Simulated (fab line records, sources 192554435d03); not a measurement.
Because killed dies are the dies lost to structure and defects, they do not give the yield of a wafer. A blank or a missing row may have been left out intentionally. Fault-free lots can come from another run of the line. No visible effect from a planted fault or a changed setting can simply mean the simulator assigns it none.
fab line records	flow n5-finfet
record: lots: 10	wafers: 30	last-day: 18
route steps=1938 shown BEOL_M2@914 BEOL_M4@1111 PASSIVATION@1936
lots that met no fault: from a run of the same line without faults
start-h: hours from the record's first day to the start of the lot's first wafer shown	wait-h: time in hours since the lot's previous step	" the same as in the row above	L1.1+2: a row that stands for several wafers	- no value, or no start was given	* or withheld: withheld	< > ~ a bound
route shown NAME@n: NAME is a module with steps in the file, n the number in the route of the first one	usual: mean and standard deviation over wafers with no fault	same: alike in all rows	chamber/n: place in a boat	sites: each site's reading	_std_site: their standard deviation	_edge_site: inner sites' mean taken away from outer sites' mean	radius-mm: how far each site lies from the wafer's centre	mask NAME#n: copy n	behind: the tool/chamber that last shaped the wafer	hold: why the lot went on hold/how many hours it stayed there/how the hold came to an end	device: whichever transistor did not switch (one of n, p or np)	end of line: the same wafers' tests at the end of the route	a step without rows: its recipe alone	killed: not the wafer's yield, but the dies lost to structure and defects at the first sort	map: a wafer's dies, marking killed ones x, the rest . and places with no die _
set.NAME: setting as actually run; set.NAME@STEP: the setting as run at that earlier step	model.NAME: the simulator's own value behind a step, which no gauge read
a sample of lots followed through the steps of the route, with each step as a table and each wafer as a row
services: a tool's chamber out of use, with start hour (start-h, from the record's first day; less than 0 if before it), hours out, and reason
== steps ==
step: N5_BEOL_M2_SPUTTER_90
recipe: material: Cu	target-thk-a: 45	temp-c: -20	chamber-pressure-pa: 0.07	power-w: withheld	time-s: 8.29
usual: chamber-pressure-pa: 0.06997/0.00014	chuck-sensor-temp-C: -15.9/0.62	throttle-valve-pct: 29.5/1.2
lot.wafer	tool	chamber	start-h	wait-h	chamber-pressure-pa	chuck-sensor-temp-C	throttle-valve-pct
L630.1	pvd-sputter-01	-	144.56	0.1	0.07023	-15.1	28.3
L630.4	"	-	"	"	0.06974	-15.7	29.1
L630.6	"	-	"	"	0.07003	-17.0	29.8
L633.1	pvd-sputter-03	-	158.31	0.1	0.07014	-16.9	27.3
L633.2	"	-	"	"	0.06977	-15.4	28.0
L633.4	"	-	"	"	0.06988	-15.4	29.0
L639.2	pvd-sputter-01	-	195.16	0.1	0.07008	-17.0	29.4
L639.5	"	-	"	"	0.07011	-17.0	29.4
L639.6	"	-	"	"	0.06995	-15.0	28.4
L640.1	pvd-sputter-03	-	200.15	0.1	0.06974	-15.4	28.7
L640.3	"	-	"	"	0.06995	-15.3	28.2
L640.5	"	-	"	"	0.06998	-16.7	27.3
L643.1	pvd-sputter-03	-	219.54	0.1	0.06992	-15.4	29.0
L643.2	"	-	"	"	0.06998	-15.5	28.3
L643.5	"	-	"	"	0.07007	-16.8	27.5
L645.1	pvd-sputter-01	-	222.29	0.1	0.07003	-15.8	31.7
L645.4	"	-	"	"	0.07001	-17.0	29.4
L645.6	"	-	"	"	0.06994	-15.1	28.4
L647.1	pvd-sputter-01	-	239.38	0.1	0.07014	-17.1	29.4
L647.2	"	-	"	"	0.06997	-15.9	31.5
L647.4	"	-	"	"	0.07044	-15.1	28.5
L632.2	pvd-sputter-01	-	275.93	0.1	0.07014	-15.2	28.4
L632.3	"	-	"	"	0.07009	-15.6	29.0
L632.5	"	-	"	"	0.06999	-17.0	29.5
L651.1	pvd-sputter-02	-	280.95	0.1	0.06987	-16.5	31.7
L651.3	"	-	"	"	0.06986	-15.7	29.6
L651.6	"	-	"	"	0.06993	-16.0	29.8
L653.1	pvd-sputter-03	-	297.29	0.1	0.0699	-15.4	28.9
L653.3	"	-	"	"	0.07032	-15.2	30.9
L653.6	"	-	"	"	0.0699	-16.7	27.6
step: N5_BEOL_M2_ANNEAL_91
recipe: temp-c: 400	time-s: 240	ambient: vacuum
usual: heater-power-w: 800/64
lot.wafer	tool	chamber	start-h	wait-h	heater-power-w
L630.1	pvd-sputter-01	-	144.64	0.0	740
L630.4	"	-	"	"	797
L630.6	"	-	"	"	869
L633.1	pvd-sputter-03	-	158.39	0.0	665
L633.2	"	-	"	"	806
L633.4	"	-	"	"	913
L639.2	pvd-sputter-01	-	195.24	0.0	888
L639.5	"	-	"	"	886
L639.6	"	-	"	"	760
L640.1	pvd-sputter-03	-	200.23	0.0	874
L640.3	"	-	"	"	830
L640.5	"	-	"	"	675
L643.1	pvd-sputter-03	-	219.62	0.0	880
L643.2	"	-	"	"	801
L643.5	"	-	"	"	662
L645.1	pvd-sputter-01	-	222.37	0.0	819
L645.4	"	-	"	"	867
L645.6	"	-	"	"	730
L647.1	pvd-sputter-01	-	239.46	0.0	889
L647.2	"	-	"	"	814
L647.4	"	-	"	"	741
L632.2	pvd-sputter-01	-	276.01	0.0	746
L632.3	"	-	"	"	780
L632.5	"	-	"	"	900
L651.1	pvd-sputter-02	-	281.03	0.0	775
L651.3	"	-	"	"	842
L651.6	"	-	"	"	859
L653.1	pvd-sputter-03	-	297.37	0.0	904
L653.3	"	-	"	"	865
L653.6	"	-	"	"	670
step: N5_BEOL_M2_SPUTTER_96
recipe: material: Cu	target-thk-a: 45	temp-c: -20	chamber-pressure-pa: 0.07	power-w: withheld	time-s: 8.29
usual: chamber-pressure-pa: 0.07/0.00013	chuck-sensor-temp-C: -15.9/0.63	throttle-valve-pct: 29.5/1.2
lot.wafer	tool	chamber	start-h	wait-h	chamber-pressure-pa	chuck-sensor-temp-C	throttle-valve-pct
L630.1	pvd-sputter-01	-	145.22	0.1	0.06989	-15.3	28.2
L630.4	"	-	"	"	0.06997	-15.6	29.3
L630.6	"	-	"	"	0.07013	-17.1	29.4
L633.1	pvd-sputter-03	-	158.97	0.1	0.06988	-16.7	27.3
L633.2	"	-	"	"	0.07013	-15.4	27.9
L633.4	"	-	"	"	0.07015	-15.3	28.9
L639.2	pvd-sputter-01	-	195.82	0.1	0.07017	-16.9	29.6
L639.5	"	-	"	"	0.07016	-16.8	29.5
L639.6	"	-	"	"	0.07017	-15.2	28.3
L640.1	pvd-sputter-03	-	200.81	0.1	0.0701	-15.3	29.1
L640.3	"	-	"	"	0.07022	-15.4	28.4
L640.5	"	-	"	"	0.07003	-16.9	27.3
L643.1	pvd-sputter-03	-	220.20	0.1	0.0699	-15.5	29.0
L643.2	"	-	"	"	0.07008	-15.3	28.2
L643.5	"	-	"	"	0.07037	-16.7	27.6
L645.1	pvd-sputter-01	-	222.95	0.1	0.06981	-16.1	31.7
L645.4	"	-	"	"	0.06981	-17.1	29.6
L645.6	"	-	"	"	0.07028	-15.0	28.4
L647.1	pvd-sputter-01	-	240.04	0.1	0.06989	-17.1	29.4
L647.2	"	-	"	"	0.06991	-15.9	31.7
L647.4	"	-	"	"	0.07004	-15.1	28.3
L632.2	pvd-sputter-01	-	276.59	0.1	0.07002	-15.0	28.3
L632.3	"	-	"	"	0.07014	-15.6	28.9
L632.5	"	-	"	"	0.06973	-17.2	29.4
L651.1	pvd-sputter-02	-	281.61	0.1	0.07003	-16.5	31.6
L651.3	"	-	"	"	0.07002	-15.7	29.8
L651.6	"	-	"	"	0.06994	-16.2	29.8
L653.1	pvd-sputter-03	-	297.95	0.1	0.06991	-15.3	29.1
L653.3	"	-	"	"	0.07002	-15.2	30.9
L653.6	"	-	"	"	0.07003	-16.6	27.5
step: N5_BEOL_M2_ANNEAL_51
recipe: temp-c: 225	time-s: 90	ambient: N2
usual: wafer_temp_C_max: 225.9/0.34
lot.wafer	tool	chamber	start-h	wait-h	wafer_temp_C_max
L630.1	rtp-anneal-01	0	145.41	0.1	226.0
L630.4	"	0	"	"	226.2
L630.6	"	0	"	"	226.1
L633.1	rtp-anneal-02	0	159.16	0.1	225.8
L633.2	"	0	"	"	225.7
L633.4	"	0	"	"	225.6
L639.2	rtp-anneal-02	0	196.06	0.1	228.3
L639.5	"	0	"	"	228.4
L639.6	"	0	"	"	228.0
L640.1	rtp-anneal-02	0	201.00	0.1	228.1
L640.3	"	0	"	"	228.2
L640.5	"	0	"	"	228.3
L643.1	rtp-anneal-02	0	220.41	0.1	228.0
L643.2	"	0	"	"	228.0
L643.5	"	0	"	"	227.8
L645.1	rtp-anneal-01	0	223.23	0.2	226.1
L645.4	"	0	"	"	226.1
L645.6	"	0	"	"	226.4
L647.1	rtp-anneal-01	0	240.23	0.1	226.2
L647.2	"	0	"	"	225.8
L647.4	"	0	"	"	226.1
L632.2	rtp-anneal-02	0	276.88	0.2	225.6
L632.3	"	0	"	"	226.2
L632.5	"	0	"	"	225.6
L651.1	rtp-anneal-01	0	281.89	0.1	226.0
L651.3	"	0	"	"	225.9
L651.6	"	0	"	"	226.2
L653.1	rtp-anneal-02	0	298.15	0.1	225.7
L653.3	"	0	"	"	225.8
L653.6	"	0	"	"	225.9
step: N5_BEOL_M4_RC_MEAS_101
usual: DIBL_N: 36.1/1.6	DIBL_P: 35.7/1.8	IOFF_N: 0.159/0.027	IOFF_P: 0.21/0.03	ION_N: 673/10	ION_P: 462/7.4	SS_N: 71.4/0.56	SS_P: 73.2/0.61	VT_N: 249.7/3	VT_P: -250/3.1
lot.wafer	tool	chamber	start-h	wait-h	DIBL_N[mV/V]	DIBL_P[mV/V]	IOFF_N[nA/um]	IOFF_P[nA/um]	ION_N[uA/um]	ION_P[uA/um]	SS_N[mV/dec]	SS_P[mV/dec]	VT_N[mV]	VT_P[mV]
L630.1	prober-01	0	166.24	0.0	33.2	33.2	0.118	0.19	664	460	70.7	72.6	253.6	-248
L630.4	"	0	"	"	34.0	35.0	0.134	0.22	661	466	71.5	73.1	251.4	-249
L630.6	"	0	"	"	32.9	32.9	0.122	0.19	661	459	71.3	72.2	250.9	-250
L633.1	prober-02	0	183.10	0.0	33.5	30.8	0.133	0.20	683	480	70.9	72.1	249.5	-248
L633.2	"	0	"	"	35.2	33.0	0.156	0.23	686	476	70.7	72.6	249.5	-246
L633.4	"	0	"	"	37.1	34.6	0.187	0.26	677	471	72.3	73.4	245.7	-244
L639.2	prober-02	0	220.88	0.2	35.7	35.6	0.161	0.20	671	455	71.8	72.6	251.7	-250
L639.5	"	0	"	"	33.3	33.7	0.131	0.17	672	459	70.0	72.1	255.0	-253
L639.6	"	0	"	"	36.9	36.3	0.187	0.21	679	455	71.9	73.8	249.4	-249
L640.1	prober-02	0	227.29	0.0	37.7	36.6	0.169	0.22	674	460	71.1	73.6	249.1	-251
L640.3	"	0	"	"	37.4	37.4	0.162	0.24	676	470	71.4	72.9	249.4	-247
L640.5	"	0	"	"	36.4	35.7	0.149	0.21	675	462	71.5	73.1	248.8	-248
L643.1	prober-02	0	244.78	0.0	36.8	38.0	0.164	0.26	664	462	71.3	73.9	248.3	-246
L643.2	"	0	"	"	35.7	36.2	0.139	0.22	675	471	71.6	72.9	252.3	-250
L643.5	"	0	"	"	36.5	37.4	0.158	0.25	678	469	70.7	74.2	249.6	-245
L645.1	prober-01	0	255.28	0.0	39.8	39.4	0.213	0.26	686	463	72.4	75.0	248.3	-249
L645.4	"	0	"	"	38.1	36.4	0.185	0.20	687	461	71.5	73.2	247.3	-253
L645.6	"	0	"	"	38.0	36.1	0.174	0.19	683	456	71.9	73.5	248.9	-253
L647.1	prober-02	0	276.55	0.0	35.1	36.0	0.152	0.20	684	468	71.3	72.8	249.8	-252
L647.2	"	0	"	"	38.1	38.5	0.243	0.25	688	466	72.3	73.2	242.1	-249
L647.4	"	0	"	"	35.5	36.5	0.172	0.20	685	461	72.0	72.8	246.1	-249
L632.2	prober-02	0	307.72	0.2	35.2	36.1	0.172	0.23	691	479	71.9	73.7	247.3	-247
L632.3	"	0	"	"	34.6	35.4	0.143	0.23	664	471	71.3	73.3	251.2	-246
L632.5	"	0	"	"	35.8	36.3	0.170	0.24	680	468	71.6	74.1	250.4	-246
L651.1	prober-01	0	309.25	0.0	37.1	36.8	0.195	0.23	678	461	71.9	72.9	247.2	-250
L651.3	"	0	"	"	35.3	34.9	0.147	0.19	672	457	71.5	72.3	251.9	-253
L651.6	"	0	"	"	36.2	36.0	0.178	0.22	677	463	72.2	72.4	249.4	-250
L653.1	prober-02	0	328.91	0.0	34.9	33.0	0.124	0.19	667	465	70.6	72.9	250.1	-249
L653.3	"	0	"	"	40.0	39.2	0.210	0.30	684	473	71.4	75.1	246.3	-246
L653.6	"	0	"	"	37.2	35.1	0.147	0.23	675	478	70.6	73.6	249.8	-248
step: N5_PASSIVATION_PROBE_49
usual: defect-limited-yield: 91.0/1.3	killed_at_M0_to_M3: 33/10	killed_at_M4_up: 14/5.6	killed-at-contacts: 12/5.8	killed-at-front-end: 43/11	killed-at-other: 4.1/2.8	killed-dies: 106/15	killed-open: 70/12	killed-short: 34/7.5	sort_bin_4_leakage: 0.00/0.0099	sort_bin_5_function: 5.3/0.88	sort_bin_6_memory: 3.3/0.64	sort-n-pass: 1074/15	sort-yield-pct: 91.0/1.3
same: gross-dies: 1180	killed-at-back-side: 0	sort_bin_8_speed[%]: 0
lot.wafer	tool	chamber	start-h	wait-h	defect-limited-yield[%]	killed_at_M0_to_M3	killed_at_M4_up	killed-at-contacts	killed-at-front-end	killed-at-other	killed-dies	killed-open	killed-short	sort_bin_4_leakage[%]	sort_bin_5_function[%]	sort_bin_6_memory[%]	sort-n-pass	sort-yield-pct[%]
L630.1	prober-01	-	272.17	0.0	93.1	15	11	18	30	8	82	50	27	0	4.0	2.6	1098	93.1
L630.4	prober-01	-	272.32	0.2	91.4	30	21	10	34	6	101	68	29	0	5.1	3.4	1079	91.4
L630.6	prober-01	-	272.42	0.3	90.5	31	14	28	32	7	112	74	36	0	5.7	3.2	1068	90.5
L633.1	prober-01	-	292.20	0.0	92.4	30	17	9	30	4	90	67	23	0	4.5	3.0	1090	92.4
L633.2	prober-01	-	292.25	0.1	91.4	36	10	7	43	5	101	68	27	0	5.7	2.5	1079	91.4
L633.4	prober-01	-	292.35	0.2	88.8	55	13	17	44	3	132	77	52	0	6.1	4.8	1048	88.8
L639.2	prober-02	-	338.41	0.1	90.7	26	12	6	54	12	110	76	32	0	5.7	3.2	1070	90.7
L639.5	prober-02	-	338.56	0.2	91.9	30	7	9	47	2	95	56	38	0	4.7	2.8	1085	91.9
L639.6	prober-02	-	338.61	0.3	91.3	37	6	9	50	1	103	64	37	0	5.0	3.6	1077	91.3
L640.1	prober-02	-	341.31	0.0	89.2	48	12	12	51	4	127	88	38	0	6.7	3.6	1053	89.2
L640.3	prober-02	-	341.41	0.1	90.3	35	5	9	65	0	114	77	32	0	5.6	3.8	1066	90.3
L640.5	prober-02	-	341.51	0.2	91.0	23	9	11	54	9	106	68	38	0	5.8	2.9	1074	91.0
L645.1	prober-01	-	356.70	0.0	91.7	26	12	4	52	4	98	62	35	0	5.5	2.6	1082	91.7
L645.4	prober-01	-	356.85	0.2	90.1	43	24	1	47	2	117	69	42	0	6.0	3.1	1063	90.1
L645.6	prober-01	-	356.95	0.3	91.8	39	13	7	36	2	97	67	24	0	5.1	2.9	1083	91.8
L643.1	prober-02	-	357.25	0.0	92.3	31	18	4	36	2	91	59	26	0	4.5	3.1	1089	92.3
L643.2	prober-02	-	357.30	0.1	90.7	43	18	5	41	3	110	73	34	0	5.3	3.8	1070	90.7
L643.5	prober-02	-	357.45	0.2	91.9	35	16	7	33	5	96	59	37	0	5.5	2.2	1084	91.9
L647.1	prober-01	-	376.18	0.0	91.9	17	28	8	38	5	96	63	33	0	5.2	2.5	1084	91.9
L647.2	prober-01	-	376.23	0.1	91.4	19	16	12	51	3	101	66	34	0.08	4.7	3.6	1078	91.4
L647.4	prober-01	-	376.33	0.2	91.4	20	21	17	42	2	102	62	38	0	4.8	3.5	1078	91.4
L632.2	prober-01	-	408.11	0.1	91.4	18	15	12	55	1	101	58	41	0	5.3	2.7	1079	91.4
L632.3	prober-01	-	408.16	0.1	89.7	23	19	14	62	3	121	77	43	0	5.8	3.9	1059	89.7
L632.5	prober-01	-	408.26	0.2	90.8	21	18	10	58	1	108	65	42	0	5.4	3.3	1072	90.8
L651.1	prober-02	-	416.18	0.0	91.2	22	26	12	35	9	104	70	33	0	4.9	3.6	1076	91.2
L651.3	prober-02	-	416.28	0.1	89.5	21	26	20	49	8	124	82	42	0	6.6	3.6	1056	89.5
L651.6	prober-02	-	416.43	0.3	93.5	31	8	8	25	5	77	45	31	0	3.6	2.5	1103	93.5
L653.1	prober-01	-	426.49	0.0	88.4	45	12	14	63	3	137	84	45	0	6.4	4.3	1043	88.4
L653.3	prober-01	-	426.59	0.1	91.1	25	9	15	56	0	105	71	32	0	5.0	3.6	1075	91.1
L653.6	prober-01	-	426.74	0.3	89.2	33	15	11	66	2	127	98	27	0	6.6	3.9	1053	89.2
killed by level:class
L630.1 MOL_CONTACT_COAG:geometric-particle:open=14 BEOL_M2:geometric-particle:open=7 STI_FIN_REVEAL:geometric-particle:open=6 MIM_TOP:geometric-particle:short=5 FIN_SAQP:geometric-particle:open=4 STARTING-WAFER:geometric-particle:short=4 FIN_SAQP:geometric-particle:short=3 GATE_CUT:geometric-particle:open=3
L630.4 BEOL_M4:geometric-particle:open=13 MOL_CONTACT_COAG:geometric-particle:open=9 FIN_SAQP:geometric-particle:open=7 BEOL_M1:geometric-particle:open=7 BEOL_M2:geometric-particle:open=6 BEOL_M0_SAQP:geometric-particle:short=5 FIN_SAQP:geometric-particle:short=4 GATE_CUT:geometric-particle:short=4
L630.6 MOL_CONTACT_COAG:geometric-particle:open=23 FIN_SAQP:geometric-particle:short=8 BEOL_M1:geometric-particle:open=8 BEOL_M3:geometric-particle:open=8 BEOL_M4:geometric-particle:open=7 BEOL_M0_SAQP:geometric-particle:short=6 BEOL_M0_SAQP:geometric-particle:open=5 FIN_SAQP:geometric-particle:open=4
L633.1 BEOL_M3:geometric-particle:open=11 BEOL_M4:geometric-particle:open=10 BEOL_M2:geometric-particle:open=8 MOL_CONTACT_COAG:geometric-particle:open=8 DUMMY_GATE:geometric-particle:open=6 STI_FIN_REVEAL:geometric-particle:open=5 ILD0:geometric-particle:short=4 BEOL_M4:geometric-particle:short=4
L633.2 BEOL_M2:geometric-particle:open=10 BEOL_M3:geometric-particle:open=10 FIN_SAQP:geometric-particle:open=8 STI_FIN_REVEAL:geometric-particle:open=8 DUMMY_GATE:geometric-particle:open=5 BEOL_M4:geometric-particle:open=5 GATE_CUT:geometric-particle:short=4 MOL_CONTACT_COAG:geometric-particle:open=4
L633.4 FIN_SAQP:geometric-particle:short=12 BEOL_M0_SAQP:geometric-particle:short=11 MOL_CONTACT_COAG:geometric-particle:open=11 BEOL_M0_SAQP:geometric-particle:open=11 FIN_SAQP:geometric-particle:open=10 BEOL_M1:geometric-particle:open=7 BEOL_M3:geometric-particle:open=7 BEOL_M2:geometric-particle:open=6
L639.2 STI_FIN_REVEAL:geometric-particle:open=11 FIN_SAQP:geometric-particle:open=9 BEOL_M3:geometric-particle:open=9 BEOL_M2:geometric-particle:open=6 MOL_CONTACT_COAG:geometric-particle:open=6 DUMMY_GATE:geometric-particle:open=5 BEOL_M0_SAQP:geometric-particle:short=5 BEOL_M0_SAQP:geometric-particle:open=4
L639.5 STI_FIN_REVEAL:geometric-particle:open=9 GATE_CUT:geometric-particle:short=7 BEOL_M1:geometric-particle:open=7 DUMMY_GATE:geometric-particle:open=6 FIN_SAQP:geometric-particle:short=5 FIN_SAQP:geometric-particle:open=5 MOL_CONTACT_COAG:geometric-particle:short=5 BEOL_M0_SAQP:geometric-particle:open=5
L639.6 BEOL_M1:geometric-particle:open=12 MOL_CONTACT_COAG:geometric-particle:open=7 STI_FIN_REVEAL:geometric-particle:open=6 BEOL_M0_SAQP:geometric-particle:open=6 FIN_SAQP:geometric-particle:open=5 GATE_CUT:geometric-particle:short=5 BEOL_M3:geometric-particle:open=5 BEOL_M0_SAQP:geometric-particle:short=4
L640.1 BEOL_M2:geometric-particle:open=17 STI_FIN_REVEAL:geometric-particle:open=10 FIN_SAQP:geometric-particle:short=9 DUMMY_GATE:geometric-particle:open=9 MOL_CONTACT_COAG:geometric-particle:open=9 BEOL_M2:geometric-particle:short=7 BEOL_M4:geometric-particle:open=7 FIN_SAQP:geometric-particle:open=6
L640.3 FIN_SAQP:geometric-particle:open=13 STI_FIN_REVEAL:geometric-particle:open=13 BEOL_M3:geometric-particle:open=12 FIN_SAQP:geometric-particle:short=10 MOL_CONTACT_COAG:geometric-particle:open=7 DUMMY_GATE:geometric-particle:open=6 BEOL_M0_SAQP:geometric-particle:open=6 BEOL_M0_SAQP:geometric-particle:short=6
L640.5 FIN_SAQP:geometric-particle:short=14 FIN_SAQP:geometric-particle:open=11 MOL_CONTACT_COAG:geometric-particle:open=9 DUMMY_GATE:geometric-particle:open=8 BEOL_M3:geometric-particle:open=7 PASS1_CAP:geometric-particle:open=6 STI_FIN_REVEAL:geometric-particle:open=6 STARTING-WAFER:geometric-particle:short=4
L645.1 FIN_SAQP:geometric-particle:open=12 STI_FIN_REVEAL:geometric-particle:open=12 FIN_SAQP:geometric-particle:short=10 STI_FIN_REVEAL:geometric-particle:short=7 BEOL_M1:geometric-particle:open=5 BEOL_M0_SAQP:geometric-particle:open=4 BEOL_M0:geometric-particle:open=4 BEOL_M1:geometric-particle:short=4
L645.4 BEOL_M4:geometric-particle:open=12 BEOL_M3:geometric-particle:open=11 STI_FIN_REVEAL:geometric-particle:open=9 FIN_SAQP:geometric-particle:short=8 BEOL_M0_SAQP:geometric-particle:short=7 BEOL_M0_SAQP:geometric-particle:open=7 BEOL_M1:geometric-particle:open=6 BEOL_M4:geometric-particle:short=5
L645.6 DUMMY_GATE:geometric-particle:open=9 BEOL_M1:geometric-particle:open=9 BEOL_M3:geometric-particle:open=8 FIN_SAQP:geometric-particle:open=7 STI_FIN_REVEAL:geometric-particle:open=7 MOL_CONTACT_COAG:geometric-particle:open=6 BEOL_M0_SAQP:geometric-particle:open=6 BEOL_M0_SAQP:geometric-particle:short=4
L643.1 BEOL_M4:geometric-particle:open=11 STI_FIN_REVEAL:geometric-particle:open=8 BEOL_M0_SAQP:geometric-particle:short=8 BEOL_M0_SAQP:geometric-particle:open=6 BEOL_M2:geometric-particle:open=5 FIN_SAQP:geometric-particle:short=4 MOL_CONTACT_COAG:geometric-particle:open=4 BEOL_M3:geometric-particle:open=4
L643.2 BEOL_M4:geometric-particle:open=12 BEOL_M3:geometric-particle:open=11 STI_FIN_REVEAL:geometric-particle:open=10 FIN_SAQP:geometric-particle:short=9 BEOL_M0_SAQP:geometric-particle:short=7 BEOL_M0_SAQP:geometric-particle:open=7 BEOL_M1:geometric-particle:open=7 MOL_CONTACT_COAG:geometric-particle:open=5
L643.5 BEOL_M4:geometric-particle:open=12 BEOL_M0_SAQP:geometric-particle:short=11 STI_FIN_REVEAL:geometric-particle:open=10 BEOL_M0_SAQP:geometric-particle:open=10 MOL_CONTACT_COAG:geometric-particle:open=5 STI_FIN_REVEAL:geometric-particle:short=4 BEOL_M2:geometric-particle:open=4 STARTING-WAFER:geometric-particle:short=4
L647.1 BEOL_M4:geometric-particle:open=12 FIN_SAQP:geometric-particle:open=8 DUMMY_GATE:geometric-particle:open=8 FIN_SAQP:geometric-particle:short=7 MOL_CONTACT_COAG:geometric-particle:open=6 BEOL_M5:geometric-particle:open=6 BEOL_M0_SAQP:geometric-particle:short=5 BEOL_M4:geometric-particle:short=5
L647.2 STI_FIN_REVEAL:geometric-particle:open=10 BEOL_M4:geometric-particle:open=9 FIN_SAQP:geometric-particle:open=7 FIN_SAQP:geometric-particle:short=7 MOL_CONTACT_COAG:geometric-particle:open=6 DUMMY_GATE:geometric-particle:open=5 MOL_CONTACT_COAG:geometric-particle:short=5 BEOL_M3:geometric-particle:open=5
L647.4 BEOL_M4:geometric-particle:open=12 FIN_SAQP:geometric-particle:short=10 MOL_CONTACT_COAG:geometric-particle:open=10 BEOL_M2:geometric-particle:open=9 FIN_SAQP:geometric-particle:open=7 MOL_CONTACT_COAG:geometric-particle:short=6 STARTING-WAFER:geometric-particle:short=5 DUMMY_GATE:geometric-particle:short=4
L632.2 FIN_SAQP:geometric-particle:open=14 FIN_SAQP:geometric-particle:short=13 MOL_CONTACT_COAG:geometric-particle:open=7 GATE_CUT:geometric-particle:open=6 STARTING-WAFER:geometric-particle:short=5 BEOL_M0_SAQP:geometric-particle:short=5 STI_FIN_REVEAL:geometric-particle:open=4 MOL_CONTACT_COAG:geometric-particle:short=4
L632.3 STI_FIN_REVEAL:geometric-particle:open=12 FIN_SAQP:geometric-particle:open=10 MOL_CONTACT_COAG:geometric-particle:open=10 FIN_SAQP:geometric-particle:short=7 DUMMY_GATE:geometric-particle:open=7 GATE_CUT:geometric-particle:short=6 BEOL_M2:geometric-particle:open=6 BEOL_M5:geometric-particle:open=5
L632.5 FIN_SAQP:geometric-particle:short=12 MOL_CONTACT_COAG:geometric-particle:open=8 STARTING-WAFER:geometric-particle:open=8 FIN_SAQP:geometric-particle:open=7 DUMMY_GATE:geometric-particle:open=7 BEOL_M3:geometric-particle:open=6 BEOL_M0_SAQP:geometric-particle:short=5 BEOL_M4:geometric-particle:open=5
L651.1 BEOL_M4:geometric-particle:open=12 MOL_CONTACT_COAG:geometric-particle:open=10 BEOL_M0_SAQP:geometric-particle:open=7 BEOL_M2:geometric-particle:open=7 FIN_SAQP:geometric-particle:short=6 FIN_SAQP:geometric-particle:open=6 STI_FIN_REVEAL:geometric-particle:open=5 BEOL_M4:geometric-particle:short=5
L651.3 MOL_CONTACT_COAG:geometric-particle:open=18 FIN_SAQP:geometric-particle:open=11 STI_FIN_REVEAL:geometric-particle:open=11 FIN_SAQP:geometric-particle:short=8 BEOL_M4:geometric-particle:open=8 BEOL_M2:geometric-particle:open=7 GATE_CUT:geometric-particle:short=6 DUMMY_GATE:geometric-particle:open=5
L651.6 BEOL_M0_SAQP:geometric-particle:open=11 BEOL_M0_SAQP:geometric-particle:short=9 MOL_CONTACT_COAG:geometric-particle:open=6 FIN_SAQP:geometric-particle:short=4 STI_FIN_REVEAL:geometric-particle:short=4 BEOL_M3:geometric-particle:open=4 STI_FIN_REVEAL:geometric-particle:open=3 DUMMY_GATE:geometric-particle:open=3
L653.1 FIN_SAQP:geometric-particle:open=14 FIN_SAQP:geometric-particle:short=12 BEOL_M3:geometric-particle:open=12 STI_FIN_REVEAL:geometric-particle:open=12 BEOL_M0_SAQP:geometric-particle:open=9 MOL_CONTACT_COAG:geometric-particle:open=9 GATE_CUT:geometric-particle:open=7 BEOL_M0_SAQP:geometric-particle:short=6
L653.3 STI_FIN_REVEAL:geometric-particle:open=13 MOL_CONTACT_COAG:geometric-particle:open=11 FIN_SAQP:geometric-particle:open=10 GATE_CUT:geometric-particle:short=8 DUMMY_GATE:geometric-particle:open=7 BEOL_M3:geometric-particle:open=6 FIN_SAQP:geometric-particle:short=4 MOL_CONTACT_COAG:geometric-particle:short=4
L653.6 STI_FIN_REVEAL:geometric-particle:open=20 FIN_SAQP:geometric-particle:open=19 MOL_CONTACT_COAG:geometric-particle:open=10 BEOL_M3:geometric-particle:open=10 BEOL_M1:geometric-particle:open=8 GATE_CUT:geometric-particle:short=7 BEOL_M5:geometric-particle:open=6 BEOL_M4:geometric-particle:open=5
== services ==
tool	chamber	start-h	hours	kind
pvd-sputter-01	-	136.42	1.1	repair
pvd-sputter-03	-	159.89	2.5	repair
rtp-anneal-01	-	185.88	2.8	pm
== key ==
first-sign: step: N5_BEOL_M2_ANNEAL_51	reading: wafer_temp_C_max	direction: up	sigmas: 6.5	usual: *	struck: *
effect none on later readings
met-at N5_BEOL_M2_ANNEAL_51
struck-lots L639,L640,L643
not-acting-at N5_BEOL_M2_SPUTTER_90,N5_BEOL_M2_ANNEAL_91,N5_BEOL_M2_SPUTTER_96
onset-between 159.16 196.06
fault: kind: process-parameter-drift	tool: rtp-anneal-02	chamber: -	onset-h: 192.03	steps: N5_BEOL_M2_ANNEAL_51	channel: temp-c	offset: *	shape: step	end-h: 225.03	acts-in: *	stated: *
